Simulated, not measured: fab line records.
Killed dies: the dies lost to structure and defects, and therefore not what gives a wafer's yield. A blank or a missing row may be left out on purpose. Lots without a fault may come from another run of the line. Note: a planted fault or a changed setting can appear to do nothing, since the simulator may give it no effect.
What tool caused it?    flow n5-finfet    36 wafers sampled from 12 lots at 1 step of a route of 1938

WHAT THE GAUGES SHOWED, per wafer
N5_PMOS_HMC_CHANNEL_EPI_OVL_MEAS_10.
lot   measured     on          PMOS_HMC_BLK_OVL (nm)
L075  day 1 23:34  overlay-02  -0.5 -0.6 0.1
L077  day 2 12:34  overlay-01  -1.0 -1.3 -2.3
L079  day 2 23:41  overlay-01  -1.6 -0.7 -1.1
L081  day 3 11:38  overlay-01  -1.4 0.1 -0.6
L083  day 3 23:44  overlay-01  -1.1 -0.5 -0.9
L085  day 4 11:05  overlay-02  0.4 1.1 -0.1
L087  day 4 23:23  overlay-01  -0.7 -1.1 -1.1
L089  day 5 11:09  overlay-01  0.3 -0.2 0.8
L091  day 5 23:23  overlay-02  0.2 -1.3 -0.1
L093  day 6 11:08  overlay-01  -1.0 -0.7 0.1
L095  day 6 23:01  overlay-01  1.0 1.4 1.0
L097  day 7 11:18  overlay-02  0.5 -0.2 0.7

TOOL THAT RAN EACH LOT (tool first, then ch and the chambers of the sampled wafers, then the start)
The record shows no process step preceding these readings.

THE ANSWER, worked out from the rows above alone
Rule: usual is defined by the lots themselves. The widest of any qualifying gaps counts: lots, ordered by their means at a reading, are off when they make up no more than a third of the lots, leave a main group of 4 or more, and stand apart from it by 3 or more times the standard deviation of that group's means. If all means in a main group match to the digits the tables above print for the reading, that group is not used. A lot without any number at a reading at which 4 lots or more have one is off too. Where the step has rows for the other lots, those lots are counted as sound.
Across all readings shown, no lot is off: no conclusion can be drawn from this.

WHAT THE SIMULATOR PUT IN
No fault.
